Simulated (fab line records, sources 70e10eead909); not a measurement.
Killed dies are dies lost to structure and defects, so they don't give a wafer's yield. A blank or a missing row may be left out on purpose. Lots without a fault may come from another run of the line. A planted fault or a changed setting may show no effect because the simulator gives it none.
fab line records | flow nand_harc
record lots=6 wafers=18 last_day=23
route steps=1159 shown A_CONTACT@930 END@1159
lots that met no fault: from a run of the same line without faults
start_h: hours from the record's first day to the start of the lot's first wafer shown | wait_h: hours since the lot's step before | " the same as in the row above | L1.1+2: a row that stands for several wafers | - no value, or no start given | * or withheld: withheld | < > ~ a bound
route shown NAME@n: a module of which the file shows steps, and the number in the route of the first | usual: mean/standard deviation of fault-free wafers | same: alike in all rows | chamber/n: place in a boat | sites: the reading at each site | _std_site: their standard deviation | _edge_site: outer sites' mean less inner sites' | radius_mm: how far each site lies from the wafer's centre | mask NAME#n: copy n | behind: the tool/chamber that last shaped the wafer | hold: why the lot was held/for how many hours/how that ended | device: the transistor (n, p or np) that didn't switch | end of line: the same wafers' tests at the end of the route | a step without rows: its recipe alone | killed: dies lost to structure and defects at the first sort, not the wafer's yield | map: a wafer's dies, x killed, . not, _ none there
set.NAME: the setting as run; set.NAME@STEP: as run at that earlier step | model.NAME: the simulator's own value behind a step, which no gauge read
lots at some steps of the route; a table a step, a row a wafer
services: from which hour (start_h, from the record's first day; less than 0 if before it) a tool's chamber was out of use, for how many hours, and why
## steps
# step NHARC_A_CONTACT_SOFTBAKE_03
# recipe temp_c=105 time_s=55
# step NHARC_A_CONTACT_EBR_04
# step NHARC_A_CONTACT_EXPOSE_05
# recipe na=1.35 sigma_outer=0.8 dose_mj=84.24 mask_id=A_CC
# step NHARC_A_CONTACT_PEB_06
# recipe peb_temp_c=100 peb_time_s=65
# step NHARC_A_CONTACT_DEVELOP_07
# recipe develop_time_s=35 dev_temp_c=23
# step NHARC_A_CONTACT_CD_MEAS_08
# recipe target_cd_nm=100 landing_energy_ev=500
# usual cd_nm=100.0/0.5
# columns lot.wafer tool chamber start_h wait_h cd_nm
L415.3 cd_sem-03 0 395.61 - 99.8
L415.5 " 0 " " 100.2
L415.6 " 0 " " 100.1
L421.1 cd_sem-01 0 412.04 - 100.2
L421.2 " 0 " " 100.2
L421.5 " 0 " " 100.4
L430.2 cd_sem-02 0 472.17 - 100.0
L430.3 " 0 " " 99.9
L430.6 " 0 " " 100.1
L429.1 cd_sem-02 0 481.69 - 100.0
L429.3 " 0 " " 99.0
L429.6 " 0 " " 99.8
L432.1 cd_sem-01 0 482.80 - 100.5
L432.2 " 0 " " 100.7
L432.6 " 0 " " 100.2
L433.1 cd_sem-03 0 488.37 - 99.9
L433.2 " 0 " " 99.7
L433.5 " 0 " " 100.4
# step NHARC_A_CONTACT_OVL_MEAS_09
# usual overlay_x_nm=-0.2/0.75 overlay_y_nm=0.2/0.84
# columns lot.wafer tool chamber start_h wait_h overlay_x_nm overlay_y_nm
L415.3 overlay-02 - 395.69 - 0.2 0.7
L415.5 " - " " 0.3 0.7
L415.6 " - " " 0.4 1.2
L421.1 overlay-02 - 412.12 - -0.3 0.6
L421.2 " - " " -0.1 -0.1
L421.5 " - " " -0.2 0.5
L430.2 overlay-01 - 472.25 - -0.1 0.5
L430.3 " - " " -0.7 1.0
L430.6 " - " " -0.9 0.5
L429.1 overlay-02 - 481.78 - 0.3 0.8
L429.3 " - " " 0.7 0.1
L429.6 " - " " 0.3 0.7
L432.1 overlay-02 - 482.90 - 0.8 0.9
L432.2 " - " " 1.0 0.2
L432.6 " - " " 1.1 0.3
L433.1 overlay-02 - 488.46 - 0.4 -0.6
L433.2 " - " " -0.3 -0.8
L433.5 " - " " -0.2 -0.5
# step NHARC_A_CONTACT_INSPECT_10
# usual raw_defect_count=27/14
# columns lot.wafer tool chamber start_h wait_h raw_defect_count
L415.3 defect_inspect-01 - 395.73 0.0 20
L415.5 " - " " 26
L415.6 " - " " 26
L421.1 defect_inspect-02 - 412.16 0.0 25
L421.2 " - " " 24
L421.5 " - " " 34
L430.2 defect_inspect-01 - 472.29 0.0 30
L430.3 " - " " 34
L430.6 " - " " 31
L429.1 defect_inspect-02 - 481.81 0.0 14
L429.3 " - " " 7
L429.6 " - " " 13
L432.1 defect_inspect-02 - 482.93 0.0 19
L432.2 " - " " 19
L432.6 " - " " 10
L433.1 defect_inspect-01 - 488.50 0.0 50
L433.2 " - " " 46
L433.5 " - " " 68
# step NHARC_A_CONTACT_DESCUM_13
# recipe time_s=3 o2_flow_sccm=200 ar_flow_sccm=0 bias_power_w=0 chemistry=O2
# usual drypump_motor_current_A=5.6/0.44 oes_product_au=0.997/0.0079 rf_vpp_V=58.0/0.87 showerhead_plenum_p_Torr=1.94/0.071 throttle_valve_pct=11.311/0.0098
# same time_s=3
# columns lot.wafer tool chamber start_h wait_h drypump_motor_current_A oes_product_au rf_hours_counter_h rf_vpp_V showerhead_plenum_p_Torr throttle_valve_pct
L415.3 rie_diel-11 3 395.98 0.2 5.5 0.999 6 59.4 2.04 11.295
L415.5 " 2 " " 5.4 0.984 - 57.9 1.99 11.312
L415.6 " 3 " " 5.5 0.989 - 58.5 2.04 11.313
L421.1 rie_diel-09 3 412.22 0.1 6.3 0.987 52 58.1 1.93 11.301
L421.2 " 2 " " 6.2 1.006 51 58.9 1.94 11.308
L421.5 " 1 " " 5.7 1.010 - 59.2 1.93 11.313
L430.3 rie_diel-11 2 472.35 0.1 5.4 0.999 20 58.2 1.98 11.302
L430.2 " 0 " " 5.1 1.000 21 58.0 1.79 11.315
L430.6 " 3 " " 5.6 0.996 - 59.6 2.03 11.318
L429.1 rie_diel-11 0 481.87 0.1 5.1 0.992 23 56.9 1.79 11.312
L429.3 " 1 " " 5.7 1.018 23 57.3 1.98 11.303
L429.6 " 0 " " 5.1 1.001 - 56.9 1.79 11.314
L432.2 rie_diel-06 0 483.00 0.1 5.6 0.991 23 59.6 2.07 11.311
L432.1 " 1 " " 6.0 0.966 25 57.3 1.83 11.307
L432.6 " 0 " " 5.6 0.984 - 57.2 2.07 11.312
L433.1 rie_diel-06 2 488.56 0.1 5.0 1.006 25 57.0 1.93 11.310
L433.2 " 3 " " 6.1 1.003 24 57.4 1.92 11.306
L433.5 " 3 " " 6.1 1.014 - 58.0 1.92 11.306
# step NHARC_A_CONTACT_ETCH_88
# recipe target_depth_a=390 over_etch_frac=0.3 time_s=65 ion_energy_ev=80 cf4_flow_sccm=150 ar_flow_sccm=0 rf_w=300 bias_w=100 chemistry=CF4
# usual drypump_motor_current_A=5.6/0.45 oes_product_au=0.998/0.0082 rf_vpp_V=151.4/1.2 run_length_s=86.2/0.51 showerhead_plenum_p_Torr=1.79/0.065 throttle_valve_pct=13.283/0.0095
# same time_s=65
# columns lot.wafer tool chamber start_h wait_h drypump_motor_current_A oes_product_au rf_hours_counter_h rf_vpp_V run_length_s showerhead_plenum_p_Torr throttle_valve_pct
L415.3 rie_diel-11 2 396.14 0.2 5.4 0.981 6 152.1 86.7 1.83 13.282
L415.5 " 1 " " 5.7 1.003 - 152.0 86.2 1.83 13.297
L415.6 " 2 " " 5.4 0.990 - 154.5 86.4 1.83 13.267
L421.1 rie_diel-09 1 412.40 0.2 5.7 1.001 58 150.5 85.6 1.78 13.282
L421.2 " 2 " " 6.2 1.011 51 151.0 87.2 1.79 13.282
L421.5 " 2 " " 6.2 1.001 - 150.5 87.0 1.79 13.282
L430.2 rie_diel-11 0 472.44 0.1 5.1 0.996 21 150.5 85.7 1.66 13.287
L430.3 " 2 " " 5.4 1.006 20 151.8 86.5 1.83 13.301
L430.6 " 3 " " 5.6 1.003 - 151.7 86.0 1.87 13.291
L429.1 rie_diel-11 3 481.97 0.1 5.6 1.007 23 152.2 86.1 1.87 13.264
L429.3 " 1 " " 5.7 1.003 23 152.3 86.7 1.82 13.291
L429.6 " 3 " " 5.5 1.005 - 153.6 86.4 1.87 13.291
L432.1 rie_diel-06 1 483.09 0.1 6.1 0.975 25 149.9 86.1 1.70 13.288
L432.2 " 2 " " 5.0 0.997 24 151.5 86.9 1.79 13.290
L432.6 " 0 " " 5.6 0.994 - 151.4 85.5 1.90 13.287
L433.1 rie_diel-06 1 488.65 0.1 6.0 0.982 26 148.8 85.8 1.70 13.295
L433.2 " 3 " " 6.1 0.985 24 150.6 86.3 1.77 13.283
L433.5 " 1 " " 6.0 0.980 - 149.9 85.6 1.70 13.288
# step NHARC_A_CONTACT_ETCH_89
# recipe target_depth_a=2600 over_etch_frac=0.3 time_s=475.3 ion_energy_ev=200 n2_flow_sccm=150 h2_flow_sccm=150 ar_flow_sccm=0 rf_w=400 bias_w=150 chemistry=N2/H2
# usual drypump_motor_current_A=5.6/0.44 oes_product_au=0.997/0.0087 rf_vpp_V=431.1/2.4 run_length_s=496.5/0.54 showerhead_plenum_p_Torr=2.06/0.083 throttle_valve_pct=14.170/0.0095
# same time_s=475.3
# columns lot.wafer tool chamber start_h wait_h drypump_motor_current_A oes_product_au rf_hours_counter_h rf_vpp_V run_length_s showerhead_plenum_p_Torr throttle_valve_pct
L415.3 rie_diel-11 1 - - 5.7 0.998 5 433.7 496.8 2.12 14.170
L415.5 " 2 " " 5.4 0.981 - 432.6 497.1 2.12 14.169
L415.6 " 3 " " 5.6 0.999 - 435.4 496.5 2.18 14.168
L421.2 rie_diel-09 2 - - 6.2 1.001 51 430.4 497.5 2.07 14.170
L421.1 " 1 " " 5.8 1.009 58 430.7 496.2 2.06 14.173
L421.5 " 3 " " 6.3 0.992 - 429.9 495.7 2.06 14.159
L430.3 rie_diel-11 1 - - 5.7 1.004 21 434.2 496.6 2.11 14.160
L430.2 " 2 " " 5.4 1.000 20 431.9 496.7 2.12 14.185
L430.6 " 1 " " 5.7 1.002 - 432.0 496.9 2.11 14.170
L429.1 rie_diel-11 3 - - 5.6 1.006 23 433.7 496.6 2.17 14.179
L429.3 " 0 " " 5.1 0.998 23 426.2 496.0 1.91 14.167
L429.6 " 0 " " 5.1 1.004 - 426.1 496.1 1.91 14.163
L432.1 rie_diel-06 2 - - 5.0 0.998 24 431.8 497.5 2.06 14.148
L432.2 " 3 " " 6.1 0.980 23 431.5 496.8 2.04 14.191
L432.6 " 2 " " 5.0 0.996 - 431.6 497.4 2.06 14.169
L433.2 rie_diel-06 0 - - 5.6 0.993 24 435.0 496.0 2.21 14.162
L433.1 " 2 " " 5.0 0.994 25 430.5 497.2 2.06 14.158
L433.5 " 0 " " 5.6 0.995 - 433.7 495.6 2.21 14.181
# step NHARC_A_CONTACT_ETCH_30
# recipe target_depth_a=605 time_s=30.2 cf4_flow_sccm=100 chf3_flow_sccm=30 ar_flow_sccm=0 rf_w=500 bias_w=200 chemistry=CF4/CHF3
# usual drypump_motor_current_A=5.6/0.44 oes_product_au=0.933/0.019 rf_vpp_V=371.0/2.1 run_length_s=51.4/0.54 showerhead_plenum_p_Torr=1.58/0.06 throttle_valve_pct=16.802/0.0084
# same time_s=30.2
# columns lot.wafer tool chamber start_h wait_h drypump_motor_current_A oes_product_au rf_hours_counter_h rf_vpp_V run_length_s showerhead_plenum_p_Torr throttle_valve_pct
L415.3 rie_diel-11 1 - - 5.7 0.935 5 373.3 51.6 1.63 16.808
L415.6 " 0 " " 5.1 0.936 - 366.4 51.0 1.48 16.805
L415.5 " 1 " " 5.7 0.937 - 372.5 51.7 1.63 16.815
L421.2 rie_diel-09 2 - - 6.2 0.929 53 371.8 52.4 1.59 16.815
L421.1 " 1 " " 5.7 0.940 60 370.4 50.6 1.59 16.791
L421.5 " 3 " " 6.3 0.911 - 372.1 50.7 1.59 16.805
L430.3 rie_diel-11 3 - - 5.5 0.968 21 372.6 51.2 1.67 16.793
L430.2 " 1 " " 5.7 0.978 21 372.3 51.8 1.63 16.818
L430.6 " 3 " " 5.6 0.972 - 372.2 51.3 1.67 16.802
L429.3 rie_diel-11 1 - - 5.7 0.928 24 371.8 52.2 1.62 16.801
L429.1 " 3 " " 5.5 0.919 23 373.5 51.3 1.66 16.793
L429.6 " 0 " " 5.1 0.907 - 367.1 50.9 1.48 16.812
L432.1 rie_diel-06 0 - - 5.6 0.913 24 375.0 50.8 1.69 16.805
L432.2 " 1 " " 6.0 0.900 25 369.6 50.6 1.51 16.789
L432.6 " 1 " " 6.0 0.904 - 368.1 50.8 1.51 16.813
L433.2 rie_diel-06 3 - - 6.1 0.957 24 371.2 51.7 1.58 16.801
L433.1 " 0 " " 5.7 0.960 25 376.5 50.9 1.69 16.799
L433.5 " 2 " " 5.0 0.961 - 372.5 51.8 1.59 16.816
# step NHARC_A_CONTACT_ETCH_31
# recipe target_depth_a=20000 over_etch_frac=0.3 time_s=520 ion_energy_ev=150 o2_flow_sccm=400 cos_flow_sccm=20 ar_flow_sccm=0 rf_w=500 bias_w=300 chemistry=O2/COS
# usual drypump_motor_current_A=5.6/0.44 oes_product_au=0.997/0.0082 rf_vpp_V=314.5/1.8 run_length_s=541.3/0.54 showerhead_plenum_p_Torr=3.15/0.11 throttle_valve_pct=28.329/0.0089
# columns lot.wafer tool chamber start_h wait_h drypump_motor_current_A oes_product_au rf_hours_counter_h rf_vpp_V run_length_s showerhead_plenum_p_Torr throttle_valve_pct
L415.3 rie_diel-11 0 396.95 - 5.1 0.989 6 312.0 541.0 2.94 28.327
L415.5 " 1 " " 5.7 1.002 - 315.4 541.8 3.23 28.329
L415.6 " 2 " " 5.4 0.977 - 315.9 541.6 3.23 28.321
L421.1 rie_diel-09 1 414.95 - 5.8 1.009 60 314.9 540.7 3.15 28.337
L421.2 " 2 " " 6.2 0.997 54 314.0 542.2 3.16 28.318
L421.5 " 2 " " 6.2 1.008 - 314.2 542.4 3.16 28.339
L430.2 rie_diel-11 0 472.97 - 5.1 1.003 21 309.4 420.7 2.93 28.322
L430.3 " 3 " " 5.6 1.007 21 316.3 541.4 3.30 28.319
L430.6 " 1 " " 5.7 1.005 - 314.0 541.4 3.22 28.323
L429.3 rie_diel-11 2 482.47 - 5.4 1.004 23 317.0 542.1 3.23 28.332
L429.1 " 0 " " 5.1 0.993 24 310.9 421.0 2.93 28.324
L429.6 " 3 " " 5.6 0.999 - 316.7 541.6 3.30 28.329
L432.1 rie_diel-06 1 483.59 - 6.1 0.972 25 311.7 540.4 2.99 28.331
L432.2 " 0 " " 5.6 0.980 24 316.7 540.8 3.36 28.323
L432.6 " 1 " " 6.1 0.987 - 311.0 540.5 2.99 28.334
L433.1 rie_diel-06 0 489.19 - 5.6 0.990 25 318.3 540.5 3.36 28.327
L433.2 " 1 " " 6.0 0.985 26 312.3 540.9 2.99 28.314
L433.5 " 3 " " 6.1 0.996 - 314.6 541.3 3.13 28.327
# step NHARC_A_CONTACT_ETCH_134
# recipe source_w=withheld pressure_mtorr=20 bias_v=withheld time_s=140 target_depth_a=7000 ar_flow_sccm=withheld c4f8_flow_sccm=withheld o2_flow_sccm=withheld chemistry=C4F8/O2/Ar
# usual run_length_s=141.3/0.32
# same time_s=140
# columns lot.wafer tool chamber start_h wait_h rf_hours_counter_h run_length_s
L415.3 har_cap_etch-02 0 397.30 - - 141.1
L415.5 " 0 " " - 141.0
L415.6 " 1 " " - 140.9
L421.1 har_cap_etch-03 0 415.43 - 91 141.5
L421.2 " 1 " " 91 141.1
L421.5 " 1 " " - 140.9
L430.2 har_cap_etch-02 0 473.37 - 25 141.3
L430.3 " 0 " " - 141.1
L430.6 " 1 " " - 141.0
L429.1 har_cap_etch-02 1 482.87 - 27 140.9
L429.3 " 0 " " - 141.4
L429.6 " 1 " " - 140.8
L432.2 har_cap_etch-01 1 483.98 - 81 141.8
L432.1 " 0 " " 81 141.4
L432.6 " 0 " " - 141.9
L433.1 har_cap_etch-01 1 489.55 - 82 141.0
L433.2 " 0 " " 82 141.3
L433.5 " 1 " " - 141.2
# step NHARC_END_SORT_01
# recipe temp_c=25
# usual killed_at_array=26/11 killed_at_other=0.6/1 killed_at_periphery=3.1/2.1 killed_dies=30/11 killed_open=3.4/1.8 killed_short=2.1/1.5
# same gross_dies=677
# columns lot.wafer tool chamber start_h wait_h hold killed_at_array killed_at_other killed_at_periphery killed_dies killed_open killed_short
L415.3 prober-01 0 459.01 3.1 - 17 0 1 18 0 0
L415.5 prober-01 0 460.59 3.7 - 27 0 1 28 1 2
L415.6 prober-01 0 461.39 4.0 - 25 1 0 26 1 3
L421.1 prober-01 0 494.53 2.5 - 26 1 2 29 4 2
L421.2 prober-01 0 495.32 2.8 - 23 1 4 28 1 3
L421.5 prober-01 0 497.71 3.7 - 26 0 2 28 2 1
L430.2 prober-01 0 528.17 2.8 await_dispo/7.2h/release 286 1 8 295 5 2
L430.3 prober-01 0 528.98 3.1 await_dispo/7.2h/release 30 0 3 33 4 1
L430.6 prober-01 0 531.41 4.1 await_dispo/7.2h/release 30 0 1 31 2 1
L429.1 prober-01 0 539.03 2.5 await_dispo/4.5h/release 293 2 3 298 2 2
L429.3 prober-01 0 540.62 3.1 await_dispo/4.5h/release 10 2 2 14 4 2
L429.6 prober-01 0 543.01 4.0 await_dispo/4.5h/release 14 0 0 14 2 3
L432.1 prober-02 0 539.07 2.5 - 26 1 2 29 7 3
L432.2 prober-02 0 539.89 2.8 - 14 2 2 18 4 1
L432.6 prober-02 0 543.13 4.1 - 17 0 2 19 8 2
L433.1 prober-02 0 548.41 2.5 - 38 0 1 39 1 1
L433.2 prober-02 0 549.22 2.8 - 41 2 4 47 3 3
L433.5 prober-02 0 551.64 3.7 - 60 0 1 61 5 2
# killed by level:class
L415.3 A_CHANNEL_HOLE_D1:chamber_film_flake=10 A_CONTACT:chamber_film_flake=4 A_WL_FILL:chamber_film_flake=2 P_M1:chamber_film_flake=1 A_STAIRCASE:chamber_film_flake=1
L415.5 A_CHANNEL_HOLE_D1:chamber_film_flake=12 A_STAIRCASE:chamber_film_flake=5 A_SLIT:chamber_film_flake=5 A_CONTACT:chamber_film_flake=2 P_GATE:geometric_particle:short=1 A_WL_FILL:geometric_particle:short=1 A_CONTACT:geometric_particle:open=1 A_WL_FILL:chamber_film_flake=1
L415.6 A_CHANNEL_HOLE_D1:chamber_film_flake=12 A_WL_FILL:chamber_film_flake=5 A_CONTACT:chamber_film_flake=3 A_CONTACT:geometric_particle:short=2 A_ONON_D1:geometric_particle:short=1 A_BLC:geometric_particle:open=1 A_SLIT:chamber_film_flake=1 THIN_TSV:chamber_film_flake=1
L421.1 A_CHANNEL_HOLE_D1:chamber_film_flake=12 A_SGD_CUT:chamber_film_flake=4 A_CONTACT:chamber_film_flake=4 A_ONON_D1:geometric_particle:short=2 P_BONDPAD:chamber_film_flake=2 A_ONON_D1:geometric_particle:open=1 A_CHANNEL_HOLE_D1:geometric_particle:open=1 A_CHANNEL_FILL_D1:geometric_particle:open=1
L421.2 A_CHANNEL_HOLE_D1:chamber_film_flake=13 A_SGD_CUT:chamber_film_flake=4 A_CONTACT:chamber_film_flake=3 P_BONDPAD:chamber_film_flake=2 P_GATE:geometric_particle:short=1 A_WL_FILL:geometric_particle:short=1 A_CONTACT:geometric_particle:open=1 A_CONTACT:geometric_particle:short=1
L421.5 A_CHANNEL_HOLE_D1:chamber_film_flake=14 A_SGD_CUT:chamber_film_flake=7 A_M1:geometric_particle:open=2 A_CONTACT:chamber_film_flake=2 P_M0:geometric_particle:short=1 P_BONDPAD:chamber_film_flake=1 A_STAIRCASE:chamber_film_flake=1
L430.2 A_CONTACT:area_etch=262 A_SLIT:chamber_film_flake=13 P_GATE:chamber_film_flake=3 A_CHANNEL_HOLE_D1:chamber_film_flake=3 P_CONTACT:geometric_particle:open=2 A_ZERO_WELL:chamber_film_flake=2 A_CONTACT:chamber_film_flake=2 P_GATE:geometric_particle:short=1
L430.3 A_SLIT:chamber_film_flake=15 A_CHANNEL_HOLE_D1:chamber_film_flake=6 A_STAIRCASE:chamber_film_flake=3 A_CONTACT:chamber_film_flake=2 P_CONTACT:geometric_particle:open=1 P_M0:geometric_particle:open=1 A_ONON_D1:geometric_particle:open=1 A_WL_FILL:geometric_particle:short=1
L430.6 A_SLIT:chamber_film_flake=20 A_CHANNEL_HOLE_D1:chamber_film_flake=3 A_CONTACT:geometric_particle:open=2 A_STAIRCASE:chamber_film_flake=2 A_WL_FILL:geometric_particle:short=1 P_BONDPAD:chamber_film_flake=1 A_CHANNEL_FILL_D1:chamber_film_flake=1 A_CONTACT:chamber_film_flake=1
L429.1 A_CONTACT:area_etch=281 A_CHANNEL_HOLE_D1:chamber_film_flake=8 THIN_TSV:chamber_film_flake=2 P_M0:geometric_particle:open=1 A_CHANNEL_HOLE_D1:geometric_particle:open=1 A_WL_FILL:geometric_particle:short=1 A_CONTACT:geometric_particle:short=1 P_STI:chamber_film_flake=1
L432.1 A_CHANNEL_HOLE_D1:chamber_film_flake=9 A_STAIRCASE:chamber_film_flake=6 A_WL_FILL:geometric_particle:short=2 A_CONTACT:geometric_particle:open=2 A_M0:geometric_particle:open=2 A_CONTACT:chamber_film_flake=2 P_M0:geometric_particle:open=1 A_CHANNEL_HOLE_D1:geometric_particle:open=1
L432.2 A_CHANNEL_HOLE_D1:chamber_film_flake=4 A_STAIRCASE:chamber_film_flake=4 A_CONTACT:geometric_particle:open=2 A_CONTACT:chamber_film_flake=2 THIN_TSV:chamber_film_flake=2 P_M0:geometric_particle:open=1 A_CHANNEL_FILL_D1:geometric_particle:short=1 A_M0:geometric_particle:open=1
L429.3 A_CHANNEL_HOLE_D1:chamber_film_flake=4 A_STAIRCASE:chamber_film_flake=2 P_CONTACT:geometric_particle:open=1 P_M0:geometric_particle:open=1 A_CHANNEL_FILL_D1:geometric_particle:short=1 A_STAIRCASE:geometric_particle:open=1 A_CONTACT:geometric_particle:open=1 STARTING-WAFER:geometric_particle:short=1
L429.6 A_CHANNEL_HOLE_D1:chamber_film_flake=5 A_CHANNEL_FILL_D1:geometric_particle:short=2 A_STAIRCASE:chamber_film_flake=2 A_ONON_D1:geometric_particle:open=1 A_CHANNEL_FILL_D1:geometric_particle:open=1 A_WL_FILL:geometric_particle:short=1 A_CHANNEL_FILL_D1:chamber_film_flake=1 A_CONTACT:chamber_film_flake=1
L432.6 A_CHANNEL_HOLE_D1:chamber_film_flake=4 A_CONTACT:geometric_particle:open=3 A_CONTACT:chamber_film_flake=3 A_M0:geometric_particle:open=2 P_STI:geometric_particle:open=1 A_SOURCE_PLATE:geometric_particle:open=1 A_ONON_D1:geometric_particle:short=1 A_SGD_CUT:geometric_particle:short=1
L433.1 A_SLIT:chamber_film_flake=19 A_CHANNEL_HOLE_D1:chamber_film_flake=9 A_STAIRCASE:chamber_film_flake=3 A_CHANNEL_FILL_D1:chamber_film_flake=3 A_CONTACT:chamber_film_flake=2 P_M0:geometric_particle:open=1 A_WL_FILL:geometric_particle:short=1 A_WL_FILL:chamber_film_flake=1
L433.2 A_CHANNEL_HOLE_D1:chamber_film_flake=16 A_SLIT:chamber_film_flake=12 A_CONTACT:chamber_film_flake=6 A_CHANNEL_FILL_D1:chamber_film_flake=2 THIN_TSV:chamber_film_flake=2 P_CONTACT:geometric_particle:open=1 P_M0:geometric_particle:open=1 P_M1:geometric_particle:short=1
L433.5 A_CHANNEL_HOLE_D1:chamber_film_flake=25 A_SLIT:chamber_film_flake=18 A_CONTACT:chamber_film_flake=7 A_CONTACT:geometric_particle:open=2 A_BLC:geometric_particle:open=2 P_STI:geometric_particle:short=1 A_ONON_D1:geometric_particle:open=1 A_WL_FILL:geometric_particle:short=1
# map L429.1 (x killed, . not)
____________x____________
_________xxxxxxx_________
_______xxxxx.xxxxx_______
______xxxxx.xxxxxxx______
_____xxxxx..x.xxxxxx_____
____xxxxx.x.x.xxxxxxx____
____xxxxxxxxx.x.xxxxx____
___xxxxx..x.x..x.xxxxx___
___xx...x.x.xxx..xxxxx___
__xx.xx..x.x..x.x.x.xxx__
__x...x.x..x....x..xxxx__
_.......x...........xx.x_
_xx.x.x............xxxxx_
_xx.x..........x...x.xxx_
_xx..x......x......xxxxx_
_x..x...............x.xx_
xxxx.x.............x..xxx
..x.x............x..x.xxx
xxx.............x..xx.xxx
..x...........x....xxxxxx
xx.........x.x......xxxxx
_x................x.xxxx_
_..x.....x.........xxxxx_
_..x............xx....xx_
_....x.........x...xxxxx_
_.x.xx.x.....x....x.xxxx_
__................xxxxx__
__............xx.....x.__
___..x....x.x...x.xxxx___
___..xx.......xx.xx.xx___
____x.xxx...xxxx.xxxx____
____x.x.....xx.....xx____
_____x.x....xxxx.xxx_____
______x...x..xx.xxx______
_______xx.x.xx.x.x_______
_________..xxx.._________
____________x____________
# map L430.2 (x killed, . not)
____________x____________
_________xxxxxxx_________
_______xxxxxx.xxxx_______
______xxxxxx.xxxxxx______
_____xxxxxxxxxxx.xxx_____
____x.xxxxxx.xxxxxxxx____
____xxxx..x.....xxxxx____
___xxx.x...xxxx.xxxxxx___
___x.xxxx.x..xxxxxxx.x___
__xx..xx......x..xx.xxx__
__x.xx...x...xx...xx.xx__
_x.x.....x.........x.xxx_
_xxx...........xx...xxxx_
_x...x.....x......x...xx_
_xx.x..x............xxxx_
_xx...............xxxxxx_
xxx.................x.xxx
xx.............x.....xxxx
xxx.........x........xxxx
xx.xx..x.........xx..xxxx
.x.x................xxxxx
_.xx..x............xxxxx_
_.x................xxxxx_
_xxx.....x........x.x.xx_
_xx...x............x..xx_
_x..x................xxx_
__xxx............xx..xx__
__..x..x....xx...xxxx.x__
___.x..x.x........xxxx___
___x.x.x...........xxx___
____x....xx........xx____
____x....x....x...xxx____
_____...x..x...xx.xx_____
______...xx.xxxxxxx______
_______x.x.x.x...x_______
_________x.xxxxx_________
____________x____________
## services
# columns tool chamber start_h hours kind
rie_diel-06 2 374.46 8.7 repair
rie_diel-11 0 375.55 - clean
rie_diel-11 1 375.55 - clean
rie_diel-11 2 375.55 - clean
rie_diel-11 3 375.55 - clean
rie_diel-09 2 387.51 13.8 repair
rie_diel-11 0 400.05 - clean
rie_diel-11 1 400.05 - clean
rie_diel-11 2 400.05 - clean
rie_diel-11 3 400.05 - clean
rie_diel-09 0 410.33 6.5 repair
har_cap_etch-02 - 414.57 2.5 repair
rie_diel-06 - 419.60 9.0 pm
rie_diel-11 0 424.56 - clean
rie_diel-11 1 424.56 - clean
rie_diel-11 2 424.56 - clean
rie_diel-11 3 424.56 - clean
rie_diel-09 - 431.16 9.0 pm
rie_diel-09 3 443.81 16.4 repair
rie_diel-11 0 449.09 - clean
rie_diel-11 1 449.09 - clean
rie_diel-11 2 449.09 - clean
rie_diel-06 - 469.88 0.4 repair
har_cap_etch-01 - 481.55 1.8 repair
## key
first_sign step=NHARC_A_CONTACT_ETCH_31 reading=run_length_s direction=down sigmas=99+ usual=* struck=*
effect step=NHARC_END_SORT_01 reading=killed_dies direction=up sigmas=24 usual=30 struck=296
more_kills_born_at NHARC_A_CONTACT_ETCH_31@rie_diel-11=543
met_at NHARC_A_CONTACT_ETCH_31
struck_wafers L429.1,L430.2
tester_left_out L429,L430
onset_between 396.95 472.97
fault kind=process_parameter_drift tool=rie_diel-11 chamber=0 onset_h=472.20 steps=NHARC_A_CONTACT_ETCH_31 channel=time_s offset=* shape=step end_h=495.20 acts_in=* stated=*
# tester_left_out: of these lots the tester's yield and bins aren't shown, on N5 and GAA mostly nor the transistor test; their killed dies are dies lost to structure and defects alone, not to doping, threshold or leakage, so they don't give the yield
